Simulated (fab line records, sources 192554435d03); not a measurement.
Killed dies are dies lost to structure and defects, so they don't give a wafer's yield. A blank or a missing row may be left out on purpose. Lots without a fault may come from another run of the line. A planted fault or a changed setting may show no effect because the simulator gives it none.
fab line records | flow n5_finfet
record lots=7 wafers=21
route steps=1938 shown HKMG_FIN@423 MOL_CONTACT_COAG@559 BEOL_M0_SAQP@635 BEOL_M1@755
start_h: hours from the record's first day to the start of the lot's first wafer shown | wait_h: hours since the lot's step before | " the same as in the row above | L1.1+2: a row that stands for several wafers | - no value, or no start given | * or withheld: withheld | < > ~ a bound
route shown NAME@n: a module of which the file shows steps, and the number in the route of the first | usual: mean/standard deviation of fault-free wafers | same: alike in all rows | chamber/n: place in a boat | sites: the reading at each site | _std_site: their standard deviation | _edge_site: outer sites' mean less inner sites' | radius_mm: how far each site lies from the wafer's centre | mask NAME#n: copy n | behind: the tool/chamber that last shaped the wafer | hold: why the lot was held/for how many hours/how that ended | device: the transistor (n, p or np) that didn't switch | end of line: the same wafers' tests at the end of the route | a step without rows: its recipe alone | killed: dies lost to structure and defects at the first sort, not the wafer's yield | map: a wafer's dies, x killed, . not, _ none there
set.NAME: the setting as run; set.NAME@STEP: as run at that earlier step | model.NAME: the simulator's own value behind a step, which no gauge read
lots whose settings were changed on purpose; a table a step, a row a wafer
## steps
# step N5_HKMG_FIN_COAT_30
# recipe resist=SiARC temp_c=220 time_s=60 spin_rpm=1500 resist_thk_nm=35
# columns lot.wafer tool chamber start_h wait_h set.spin_rpm model.SiARC_of_HKMG_FIN_COAT_30.thk_nm
L074.1+6 litho_track-02 0 - - 1500 35
L074.4 " 0 " " 1591 33.8
L078.1+5 litho_track-02 0 - - 1554 34.4
L078.2 " 0 " " 1500 35
L081.1+4 litho_track-04 0 - - 1380 36.6
L081.6 " 0 " " 1380 36.4
L083.1+4 litho_track-02 0 - - 1414 36
L083.2 " 0 " " 1500 34.8
L084.2+3 litho_track-03 0 - - 1500 35.2
L084.6 " 0 " " 1500 35
L093.3 litho_track-02 0 - - 1395 36.2
L093.4 " 0 " " 1500 34.8
L093.6 " 0 " " 1395 36
L094.1 litho_track-03 0 - - 1500 34.8
L094.5 " 0 " " 1438 35.6
L094.6 " 0 " " 1500 35
# step N5_HKMG_FIN_COAT_06
# recipe resist=CAR-ArF spin_rpm=1500 resist_thk_nm=90
# step N5_HKMG_FIN_EBR_08
# recipe solvent=PGMEA ebr_width_mm=1.5
# step N5_HKMG_FIN_DESCUM_17
# recipe chemistry=O2 time_s=7.9 source_power_w=50 bias_power_w=20 pressure_mtorr=20 rf_frequency_hz=2.712e+07 temp_c=40 resist=CAR-ArF o2_flow_sccm=225
# step N5_HKMG_FIN_ETCH_31
# recipe chemistry=CF4 target=SiARC target_depth_a=455 mask_material=CAR-ArF time_s=75.8 ion_energy_ev=80 pressure_mtorr=40 source_w=545 bias_w=36 Ar_flow_sccm=100 cf4_flow_sccm=100 ends=cleared
# columns lot.wafer tool chamber start_h wait_h set.spin_rpm@HKMG_FIN_COAT_30 model.etch.depth_nm model.CAR-ArF_of_HKMG_FIN_COAT_06.thk_nm
L074.1+6 rie_diel-05 3,0 77.32 0.0 1500 34.98 50.8
L074.4 " 1 " " 1591 33.88 51.6
L078.1 rie_diel-02 3 98.50 0.0 1554 34.5 51.8
L078.2 " 0 " " 1500 35 51
L078.5 " 2 " " 1554 34.44 51.4
L081.1 rie_diel-01 0 118.63 0.0 1380 36.52 49.8
L081.4 " 3 " " 1380 36.57 49.8
L081.6 " 0 " " 1380 36.47 49.8
L083.1 rie_diel-01 2 131.06 0.0 1414 36.07 50.2
L083.2 " 1 " " 1500 34.9 51.2
L083.4 " 0 " " 1414 36.07 50.4
L084.2 rie_diel-01 2 137.34 0.0 1500 35.13 51
L084.3 " 1 " " 1500 35.16 51
L084.6 " 2 " " 1500 35.08 51.4
L093.3 rie_diel-02 2 191.58 0.0 1395 36.19 49.6
L093.4 " 0 " " 1500 34.84 51.2
L093.6 " 2 " " 1395 36.06 49.8
L094.1 rie_diel-05 1 194.59 0.0 1500 34.82 51.2
L094.5 " 2 " " 1438 35.58 49.8
L094.6 " 1 " " 1500 34.91 51
# step N5_HKMG_FIN_ETCH_32
# recipe chemistry=N2/H2 target=SOC target_depth_a=2400 temp_c=40 time_s=300 ion_energy_ev=200 mask_material=SiARC pressure_mtorr=30 source_w=840 bias_w=150 n2_flow_sccm=200 h2_flow_sccm=200
# columns lot.wafer tool chamber start_h wait_h set.h2_flow_sccm set.spin_rpm@HKMG_FIN_COAT_30 model.SiARC_of_HKMG_FIN_COAT_30.thk_nm
L074.1 rie_diel-05 3 77.37 0.0 200 1500 21
L074.4 " 1 " " 193.5 1591 20
L074.6 " 0 " " 193.5 1500 21
L078.1 rie_diel-02 3 98.55 0.0 213.7 1554 21
L078.2 " 0 " " 200 1500 21.2
L078.5 " 2 " " 200 1554 20.2
L081.1+6 rie_diel-01 0 118.68 0.0 200 1380 22.8
L081.4 " 3 " " 200 1380 22.6
L083.1 rie_diel-01 2 131.11 0.0 213.1 1414 22.6
L083.2 " 1 " " 200 1500 20.6
L083.4 " 0 " " 200 1414 22.6
L084.2+6 rie_diel-01 2 137.39 0.0 200 1500 21.6
L084.3 " 1 " " 200 1500 21
L093.3 rie_diel-02 2 191.63 0.0 214.7 1395 21.8
L093.4 " 0 " " 200 1500 20.8
L093.6 " 2 " " 214.7 1395 22
L094.1 rie_diel-05 1 194.64 0.0 191.9 1500 20.8
L094.5 " 2 " " 200 1438 22.2
L094.6 " 1 " " 200 1500 21
# step N5_MOL_CONTACT_COAG_ALD_27
# recipe material=SiOC target_thk_a=170 temp_c=400 ald_precursor_family=carbosiloxane ald_co_reactant=H2-plasma pulse_time_s=1.5 time_s=2720 purge_time_s=2 co_reactant_purge_time_s=2 ald_cycles=340 pressure_torr=2
# columns lot.wafer tool chamber start_h wait_h set.time_s model.SiOC_of_MOL_CONTACT_COAG_ALD_27.thk_nm
L074.1 ald_sin-03 1 97.90 0.0 2720 16.8
L074.4 " 2 " " 2117 13.2
L074.6 " 0 " " 2117 13
L078.1 ald_sin-02 0 119.62 0.0 2720 17
L078.2 " 2 " " 2720 16.8
L078.5 " 0 " " 2325 14.6
L081.1+6 ald_sin-03 0 139.84 0.0 2720 16.8
L081.4 " 3 " " 2165 13.4
L083.1+4 ald_sin-02 1,0 149.97 0.0 2720 17
L083.2 " 3 " " 3025 17
L084.2 ald_sin-03 2 156.69 0.1 2720 17
L084.3+6 " 0 " " 2720 16.8
L093.3+4+6 ald_sin-03 3,0,3 209.94 0.0 2720 17
L094.1 ald_sin-04 3 215.46 0.8 2195 13.6
L094.5 " 1 " " 2195 13.8
L094.6 " 0 " " 2720 17
# step N5_MOL_CONTACT_COAG_COAT_77
# recipe resist=underlayer temp_c=205 time_s=60 spin_rpm=1500 resist_thk_nm=10
# columns lot.wafer tool chamber start_h wait_h set.spin_rpm model.underlayer_of_MOL_CONTACT_COAG_COAT_77.thk_nm
L074.1+4+6 litho_track-02 0 - - 1500 10
L078.1+5 litho_track-02 0 - - 1380 10.4
L078.2 " 0 " " 1500 10
L081.1+4+6 litho_track-01 0 - - 1500 10
L083.1 litho_track-03 0 - - 1602 9.8
L083.2 " 0 " " 1500 10
L083.4 " 0 " " 1602 9.6
L084.2+3+6 litho_track-02 0 - - 1500 10
L093.3+4+6 litho_track-01 0 - - 1570 9.8
L094.1+5+6 litho_track-03 0 - - 1500 10
# step N5_MOL_CONTACT_COAG_COAT_78
# recipe resist=CAR-EUV spin_rpm=1500 resist_thk_nm=40
# step N5_MOL_CONTACT_COAG_EBR_80
# recipe solvent=PGMEA ebr_width_mm=1.5
# step N5_MOL_CONTACT_COAG_DESCUM_88
# recipe chemistry=O2 time_s=7 source_power_w=50 bias_power_w=20 pressure_mtorr=20 rf_frequency_hz=2.712e+07 temp_c=40 resist=CAR-EUV o2_flow_sccm=225
# step N5_MOL_CONTACT_COAG_ETCH_89
# recipe chemistry=N2/H2 target=underlayer target_depth_a=130 mask_material=CAR-EUV time_s=10.4 ion_energy_ev=200 pressure_mtorr=30 source_w=840 bias_w=150 n2_flow_sccm=200 h2_flow_sccm=200 ends=cleared
# columns lot.wafer tool chamber start_h wait_h set.spin_rpm@MOL_CONTACT_COAG_COAT_77 model.etch.depth_nm
L074.1 rie_diel-02 2 101.10 0.0 1500 9.974
L074.4 " 2 " " 1500 9.945
L074.6 " 3 " " 1500 9.958
L078.1 rie_diel-01 0 122.52 0.0 1380 10.48
L078.2 " 3 " " 1500 10.04
L078.5 " 1 " " 1380 10.45
L081.1 rie_diel-02 1 142.88 0.0 1500 9.996
L081.4 " 2 " " 1500 9.993
L081.6 " 2 " " 1500 9.986
L083.1 rie_diel-02 1 152.86 0.0 1602 9.711
L083.2 " 3 " " 1500 10.01
L083.4 " 2 " " 1602 9.679
L084.2 rie_diel-02 2 159.71 0.0 1500 9.99
L084.3 " 1 " " 1500 10
L084.6 " 0 " " 1500 10.01
L093.3 rie_diel-05 1 213.03 0.0 1570 9.801
L093.4 " 3 " " 1570 9.822
L093.6 " 1 " " 1570 9.813
L094.1 rie_diel-01 0 218.36 0.0 1500 10.03
L094.5 " 3 " " 1500 10.01
L094.6 " 2 " " 1500 10.05
# step N5_MOL_CONTACT_COAG_CVD_140
# recipe material=W target_thk_a=665 mode=selective_fill temp_c=300 time_s=215
# columns lot.wafer tool chamber start_h wait_h set.target_thk_a model.W_of_MOL_CONTACT_COAG_CVD_140.thk_nm
L074.1 cvd_w-01 0 103.52 0.1 665 66.4
L074.4 " 1 " " 665 66.8
L074.6 " 0 " " 746.4 74.8
L078.1 cvd_w-02 0 124.69 0.1 665 67.2
L078.2 " 1 " " 732.8 74.8
L078.5 " 0 " " 665 67
L081.1 cvd_w-02 1 145.60 0.1 665 67.4
L081.4 " 0 " " 665 67.2
L081.6 " 1 " " 665 67
L083.1+2+4 cvd_w-01 0,1,1 155.04 0.1 665 67.4
L084.2 cvd_w-01 0 162.19 0.1 665 66.4
L084.3 " 1 " " 665 67
L084.6 " 1 " " 665 66.6
L093.3 cvd_w-02 1 216.20 0.1 665 66.8
L093.4 " 0 " " 665 66.4
L093.6 " 1 " " 621.3 62
L094.1 cvd_w-02 0 220.61 0.1 665 66.4
L094.5+6 " 1,0 " " 609.1 61.8
# step N5_BEOL_M0_SAQP_PECVD_03
# recipe material=SiCN target_thk_a=120 temp_c=withheld precursor=3MS/NH3 pressure_torr=3 rf_w=202 time_s=21.1
# columns lot.wafer tool chamber start_h wait_h set.time_s model.SiCN_of_BEOL_M0_SAQP_PECVD_03.thk_nm
L074.1 pecvd-04 2 108.35 0.1 18.87 10.6
L074.4 " 2 " " 21.1 12.2
L074.6 " 2 " " 18.87 10.8
L078.1+2 pecvd-03 2,0 130.63 0.1 18.12 10
L078.5 " 2 " " 21.1 12
L081.1+6 pecvd-03 2,1 151.74 0.1 24.02 13.8
L081.4 " 2 " " 21.1 12.4
L083.1+2 pecvd-01 0,2 159.31 0.1 21.1 12
L083.4 " 1 " " 24.23 14.2
L084.2 pecvd-03 0 169.01 0.1 21.1 11.8
L084.3+6 " 1,0 " " 21.1 12
L093.3+4 pecvd-04 1,2 221.18 0.1 21.1 12
L093.6 " 1 " " 21.1 12.2
L094.1 pecvd-04 1 225.10 0.1 21.1 12
L094.5 " 1 " " 21.1 12.4
L094.6 " 0 " " 18.09 10.2
# step N5_BEOL_M0_SAQP_SPACER1_ALD_98
# recipe material=SiO2 target_thk_a=128 temp_c=300 ald_precursor_family=BDEAS ald_co_reactant=O2-plasma pulse_time_s=1 purge_time_s=2 co_reactant_purge_time_s=2 ald_cycles=138 pressure_torr=2
# columns lot.wafer tool chamber start_h wait_h set.ald_cycles model.SiO2_of_BEOL_M0_SAQP_SPACER1_ALD_98.thk_nm
L074.1+4 ald_sin-04 2,3 110.94 0.9 138 12.8
L074.6 " 2 " " 124 11.6
L078.1+2 ald_sin-02 1,0 132.56 0.3 138 12.8
L078.5 " 0 " " 126 11.8
L081.1+4 ald_sin-02 1,3 153.29 0.3 122 11.4
L081.6 " 3 " " 138 12.8
L083.1+2+4 ald_sin-01 1,0,2 161.78 1.1 138 12.8
L084.2+3+6 ald_sin-04 3,2,2 171.72 1.3 138 12.8
L093.3 ald_sin-01 2 222.88 0.1 138 12.8
L093.4+6 " 0,3 " " 159 14.8
L094.1 ald_sin-01 0 226.93 0.3 138 12.8
L094.5+6 " 1,0 " " 118 11
# step N5_BEOL_M0_SAQP_SPACER1_ETCHBACK_99
# recipe chemistry=CHF3/O2 mode=anisotropic_etchback target=SiO2 target_depth_a=154 time_s=7.7 pressure_mtorr=30 source_w=650 bias_w=170 Ar_flow_sccm=200 CHF3_flow_sccm=50 O2_flow_sccm=5 ion_energy_ev=200
# step N5_BEOL_M0_SAQP_MANDREL1_REMOVE_100
# recipe chemistry=HBr/Cl2/O2 bt_time_s=10 target=a-Si stop_on=SiNx endpoint=OES-SiCl over_etch_frac=0.85 icp_w=600 bias_w=30 HBr_flow_sccm=150 Cl2_flow_sccm=80 O2_flow_sccm=5 pressure_mtorr=10
# columns lot.wafer tool chamber start_h wait_h set.ald_cycles@BEOL_M0_SAQP_SPACER1_ALD_98 model.BEOL_M0_SAQP.cd_nm
L074.1 rie_si-02 1 111.50 0.1 138 12.8
L074.4 " 0 " " 138 13
L074.6 " 2 " " 124 11.6
L078.1+2 rie_si-05 0,1 133.12 0.1 138 12.8
L078.5 " 3 " " 126 11.6
L081.1 rie_si-02 1 153.85 0.1 122 11.2
L081.4 " 0 " " 122 11.4
L081.6 " 1 " " 138 12.6
L083.1+2+4 rie_si-04 2,1,3 162.51 0.1 138 12.8
L084.2+3+6 rie_si-04 0,2,3 172.56 0.1 138 12.8
L093.3 rie_si-05 3 223.44 0.1 138 12.8
L093.4+6 " 2 " " 159 14.8
L094.1 rie_si-02 2 227.49 0.1 138 12.8
L094.5 " 1 " " 118 10.8
L094.6 " 2 " " 118 11
# step N5_BEOL_M0_SAQP_CD_MEAS_25
# recipe target_cd_nm=13.1 landing_energy_ev=1000 detector=se_inlens
# usual cd_nm=12.79/0.21
# columns lot.wafer tool chamber start_h wait_h set.ald_cycles@BEOL_M0_SAQP_SPACER1_ALD_98 cd_nm
L074.1 cd_sem-03 0 111.61 0.1 138 12.87
L074.4 " 0 " " 138 12.83
L074.6 " 0 " " 124 11.76
L078.1 cd_sem-02 0 133.23 0.1 138 12.83
L078.2 " 0 " " 138 12.85
L078.5 " 0 " " 126 11.48
L081.1 cd_sem-02 0 153.96 0.1 122 11.27
L081.4 " 0 " " 122 11.43
L081.6 " 0 " " 138 12.15
L083.1 cd_sem-02 0 162.62 0.1 138 12.61
L083.2 " 0 " " 138 12.92
L083.4 " 0 " " 138 12.64
L084.2 cd_sem-01 0 172.67 0.1 138 12.57
L084.3 " 0 " " 138 12.89
L084.6 " 0 " " 138 13.19
L093.3 cd_sem-01 0 223.55 0.1 138 13.06
L093.4 " 0 " " 159 14.95
L093.6 " 0 " " 159 14.70
L094.1 cd_sem-01 0 227.60 0.1 138 12.78
L094.5 " 0 " " 118 10.65
L094.6 " 0 " " 118 10.98
# step N5_BEOL_M0_SAQP_ETCH_101
# recipe chemistry=CH3F/O2 target=SiNx mask_material=SiO2 target_depth_a=299 time_s=42.7 pressure_mtorr=30 source_w=395 bias_w=73 Ar_flow_sccm=150 CH3F_flow_sccm=30 O2_flow_sccm=20 ion_energy_ev=120
# step N5_BEOL_M0_SAQP_ETCH_102
# recipe chemistry=CF4 target=SiO2 target_depth_a=40 ion_energy_ev=350 time_s=4.4 pressure_mtorr=10 icp_w=800 bias_w=400 cf4_flow_sccm=80
# step N5_BEOL_M0_SAQP_MANDREL_ETCH_103
# recipe chemistry=HBr/Cl2 target=a-Si target_depth_a=450 bt_time_s=10 stop_on=SiCN mask_material=SiO2 over_etch_frac=0.8 time_s=27 pressure_mtorr=10 icp_w=800 bias_w=75 HBr_flow_sccm=150 Cl2_flow_sccm=80 ends=end_point
# columns lot.wafer tool chamber start_h wait_h set.time_s@BEOL_M0_SAQP_PECVD_03 model.SiCN_of_BEOL_M0_SAQP_PECVD_03.thk_nm
L074.1 rie_si-04 0 111.79 0.0 18.87 7.4
L074.4 " 2 " " 21.1 9.2
L074.6 " 2 " " 18.87 8
L078.1 rie_si-04 2 133.41 0.0 18.12 7
L078.2 " 3 " " 18.12 6.8
L078.5 " 0 " " 21.1 8.8
L081.1 rie_si-04 3 154.27 0.0 24.02 10.6
L081.4 " 2 " " 21.1 9.4
L081.6 " 1 " " 24.02 10.8
L083.1+2 rie_si-02 3,0 162.85 0.0 21.1 8.8
L083.4 " 2 " " 24.23 11
L084.2 rie_si-02 3 172.84 0.0 21.1 8.6
L084.3 " 0 " " 21.1 9
L084.6 " 2 " " 21.1 8.8
L093.3+4 rie_si-02 2,3 223.73 0.0 21.1 8.8
L093.6 " 2 " " 21.1 9
L094.1 rie_si-05 3 227.78 0.0 21.1 8.8
L094.5 " 3 " " 21.1 9.2
L094.6 " 0 " " 18.09 7
# step N5_BEOL_M0_SAQP_RECESS_104
# recipe chemistry=HF/NH3 target=SiO2 target_depth_a=180 afs_cycles=3 temp_c=30 sublimation_temp_c=180 sublimation_time_s=60
# columns lot.wafer tool chamber start_h wait_h set.time_s@BEOL_M0_SAQP_PECVD_03 model.SiCN_of_BEOL_M0_SAQP_PECVD_03.thk_nm
L074.1 vapor_etch-02 1 111.87 0.1 18.87 7.2
L074.4 " 0 " " 21.1 8.8
L074.6 " 0 " " 18.87 7.6
L078.1 vapor_etch-02 0 133.49 0.1 18.12 6.8
L078.2 " 1 " " 18.12 6.6
L078.5 " 1 " " 21.1 8.4
L081.1 vapor_etch-01 0 154.35 0.1 24.02 10.2
L081.4 " 1 " " 21.1 9
L081.6 " 1 " " 24.02 10.4
L083.1+2 vapor_etch-01 0,1 162.94 0.1 21.1 8.6
L083.4 " 0 " " 24.23 10.6
L084.2 vapor_etch-01 0 172.92 0.1 21.1 8.4
L084.3+6 " 0 " " 21.1 8.6
L093.3 vapor_etch-01 1 223.93 0.2 21.1 8.6
L093.4 " 0 " " 21.1 8.4
L093.6 " 0 " " 21.1 8.8
L094.1 vapor_etch-01 1 227.86 0.1 21.1 8.4
L094.5 " 0 " " 21.1 8.8
L094.6 " 1 " " 18.09 6.8
# step N5_BEOL_M1_COAT_61
# recipe resist=SOC temp_c=250 time_s=60 spin_rpm=1500 resist_thk_nm=60
# columns lot.wafer tool chamber start_h wait_h set.spin_rpm model.SOC_of_BEOL_M1_COAT_61.thk_nm
L074.1+4+6 litho_track-04 0 126.92 0.1 1443 61.4
L078.1+2+5 litho_track-03 0 142.68 0.1 1500 59.8
L081.1+4 litho_track-04 0 165.77 0.1 1500 60
L081.6 " 0 " " 1666 57
L083.1 litho_track-02 0 175.44 0.1 1500 59.6
L083.2+4 " 0 " " 1610 57.6
L084.2+3+6 litho_track-03 0 185.33 0.1 1500 60
L093.3+6 litho_track-04 0 234.75 0.1 1610 58
L093.4 " 0 " " 1500 60.2
L094.1+5+6 litho_track-02 0 239.61 0.1 1500 60
# step N5_BEOL_M1_COAT_62
# recipe resist=SiARC temp_c=220 time_s=60 spin_rpm=1500 resist_thk_nm=12
# step N5_BEOL_M1_COAT_73
# recipe resist=underlayer temp_c=205 time_s=60 spin_rpm=1500 resist_thk_nm=5
# step N5_BEOL_M1_ETCH_74
# recipe chemistry=N2/H2 target=underlayer target_depth_a=65 mask_material=CAR-EUV time_s=5.2 ion_energy_ev=200 pressure_mtorr=30 source_w=840 bias_w=150 n2_flow_sccm=200 h2_flow_sccm=200 ends=cleared
# step N5_BEOL_M1_ETCH_63
# recipe chemistry=CF4 target=SiARC target_depth_a=156 mask_material=CAR-EUV time_s=26 ion_energy_ev=80 pressure_mtorr=40 source_w=545 bias_w=36 Ar_flow_sccm=100 cf4_flow_sccm=100 ends=cleared
# step N5_BEOL_M1_ETCH_64
# recipe chemistry=N2/H2 target=SOC target_depth_a=750 overetch_a=150 mask_material=SiARC temp_c=40 time_s=112.5 ion_energy_ev=200 pressure_mtorr=30 source_w=840 bias_w=150 n2_flow_sccm=200 h2_flow_sccm=200
# columns lot.wafer tool chamber start_h wait_h set.spin_rpm@BEOL_M1_COAT_61 model.etch.depth_nm
L074.1+4 rie_diel-04 0,1 127.66 0.0 1443 61.4
L074.6 " 2 " " 1443 61.42
L078.1 rie_diel-06 2 143.14 0.0 1500 59.84
L078.2 " 1 " " 1500 59.9
L078.5 " 1 " " 1500 59.74
L081.1 rie_diel-03 1 166.24 0.0 1500 59.94
L081.4 " 0 " " 1500 60.01
L081.6 " 3 " " 1666 56.93
L083.1 rie_diel-04 0 176.08 0.0 1500 59.66
L083.2 " 3 " " 1610 57.56
L083.4 " 1 " " 1610 57.52
L084.2 rie_diel-06 1 185.80 0.0 1500 59.9
L084.3 " 3 " " 1500 60.06
L084.6 " 1 " " 1500 60.01
L093.3 rie_diel-04 1 235.37 0.0 1610 57.93
L093.4 " 0 " " 1500 60.25
L093.6 " 1 " " 1610 57.95
L094.1 rie_diel-04 1 240.20 0.0 1500 60.02
L094.5 " 3 " " 1500 59.9
L094.6 " 1 " " 1500 59.94
# step N5_BEOL_M1_STRIP_65
# recipe chemistry=N2/H2 temp_c=40 n2_flow_sccm=200 h2_flow_sccm=200 rf_frequency_hz=6e+07
# step N5_BEOL_M1_STRIP_75
# recipe chemistry=N2/H2 temp_c=40 n2_flow_sccm=200 h2_flow_sccm=200 rf_frequency_hz=6e+07
# step N5_BEOL_M1_STRIP_66
# recipe chemistry=CF4 resist=SiARC power_w=300 bias_power_w=75 pressure_mtorr=50 cf4_flow_sccm=150 rf_frequency_hz=6e+07
# step N5_BEOL_M1_HM_OPEN_17
# recipe chemistry=Cl2/BCl3 target_depth_a=200 overetch_a=60 target=TiN mask_material=SOC ion_energy_ev=150 pressure_mtorr=10 icp_w=1000 bias_w=126 Cl2_flow_sccm=53.25 bcl3_flow_sccm=21.75 Ar_flow_sccm=25
# columns lot.wafer tool chamber start_h wait_h set.spin_rpm@BEOL_M1_COAT_61 model.SOC_of_BEOL_M1_COAT_61.thk_nm
L074.1 rie_metal-01 0 127.83 0.0 1443 53.6
L074.4+6 " 1 " " 1443 53.4
L078.1+2+5 rie_metal-02 0,1,0 143.31 0.0 1500 52
L081.1+4 rie_metal-01 1 166.41 0.0 1500 52
L081.6 " 1 " " 1666 49
L083.1 rie_metal-01 0 176.29 0.1 1500 51.8
L083.2+4 " 1,0 " " 1610 49.6
L084.2 rie_metal-01 1 185.97 0.0 1500 51.8
L084.3+6 " 1 " " 1500 52
L093.3+6 rie_metal-03 1 235.57 0.1 1610 50.2
L093.4 " 0 " " 1500 52.6
L094.1+6 rie_metal-02 0 240.37 0.0 1500 51.8
L094.5 " 1 " " 1500 52
## key
split step=N5_HKMG_FIN_COAT_30 setting=spin_rpm stated=1500 by=wafer
response step=N5_HKMG_FIN_COAT_30 reading=model.SiARC_of_HKMG_FIN_COAT_30.thk_nm change=-0.19 per=1% r=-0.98
response step=N5_HKMG_FIN_ETCH_31 reading=model.etch.depth_nm change=-0.183 per=1% r=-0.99
response step=N5_HKMG_FIN_ETCH_31 reading=model.CAR-ArF_of_HKMG_FIN_COAT_06.thk_nm change=+0.189 per=1% r=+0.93
response step=N5_HKMG_FIN_ETCH_32 reading=model.SiARC_of_HKMG_FIN_COAT_30.thk_nm change=-0.22 per=1% r=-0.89
split step=N5_HKMG_FIN_ETCH_32 setting=h2_flow_sccm stated=200 by=wafer
response none clear
split step=N5_MOL_CONTACT_COAG_ALD_27 setting=time_s stated=2720 by=wafer
response step=N5_MOL_CONTACT_COAG_ALD_27 reading=model.SiOC_of_MOL_CONTACT_COAG_ALD_27.thk_nm shape=bent at_lowest=13.1 at_stated=16.91 at_highest=17
split step=N5_MOL_CONTACT_COAG_COAT_77 setting=spin_rpm stated=1500 by=wafer
response step=N5_MOL_CONTACT_COAG_COAT_77 reading=model.underlayer_of_MOL_CONTACT_COAG_COAT_77.thk_nm change=-0.0475 per=1% r=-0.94
response step=N5_MOL_CONTACT_COAG_ETCH_89 reading=model.etch.depth_nm change=-0.0501 per=1% r=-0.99
split step=N5_MOL_CONTACT_COAG_CVD_140 setting=target_thk_a stated=665 by=wafer
response step=N5_MOL_CONTACT_COAG_CVD_140 reading=model.W_of_MOL_CONTACT_COAG_CVD_140.thk_nm change=+0.674 per=1% r=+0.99
split step=N5_BEOL_M0_SAQP_PECVD_03 setting=time_s stated=21.1 by=wafer
response step=N5_BEOL_M0_SAQP_PECVD_03 reading=model.SiCN_of_BEOL_M0_SAQP_PECVD_03.thk_nm change=+0.135 per=1% r=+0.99
response step=N5_BEOL_M0_SAQP_MANDREL_ETCH_103 reading=model.SiCN_of_BEOL_M0_SAQP_PECVD_03.thk_nm change=+0.132 per=1% r=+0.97
response step=N5_BEOL_M0_SAQP_RECESS_104 reading=model.SiCN_of_BEOL_M0_SAQP_PECVD_03.thk_nm change=+0.121 per=1% r=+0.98
split step=N5_BEOL_M0_SAQP_SPACER1_ALD_98 setting=ald_cycles stated=138 by=wafer
response step=N5_BEOL_M0_SAQP_SPACER1_ALD_98 reading=model.SiO2_of_BEOL_M0_SAQP_SPACER1_ALD_98.thk_nm change=+0.124 per=1% r=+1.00
response step=N5_BEOL_M0_SAQP_MANDREL1_REMOVE_100 reading=model.BEOL_M0_SAQP.cd_nm change=+0.128 per=1% r=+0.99
response step=N5_BEOL_M0_SAQP_CD_MEAS_25 reading=cd_nm change=+0.116 per=1% r=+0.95
split step=N5_BEOL_M1_COAT_61 setting=spin_rpm stated=1500 by=wafer
response step=N5_BEOL_M1_COAT_61 reading=model.SOC_of_BEOL_M1_COAT_61.thk_nm change=-0.278 per=1% r=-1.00
response step=N5_BEOL_M1_ETCH_64 reading=model.etch.depth_nm change=-0.288 per=1% r=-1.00
response step=N5_BEOL_M1_HM_OPEN_17 reading=model.SOC_of_BEOL_M1_COAT_61.thk_nm change=-0.291 per=1% r=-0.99
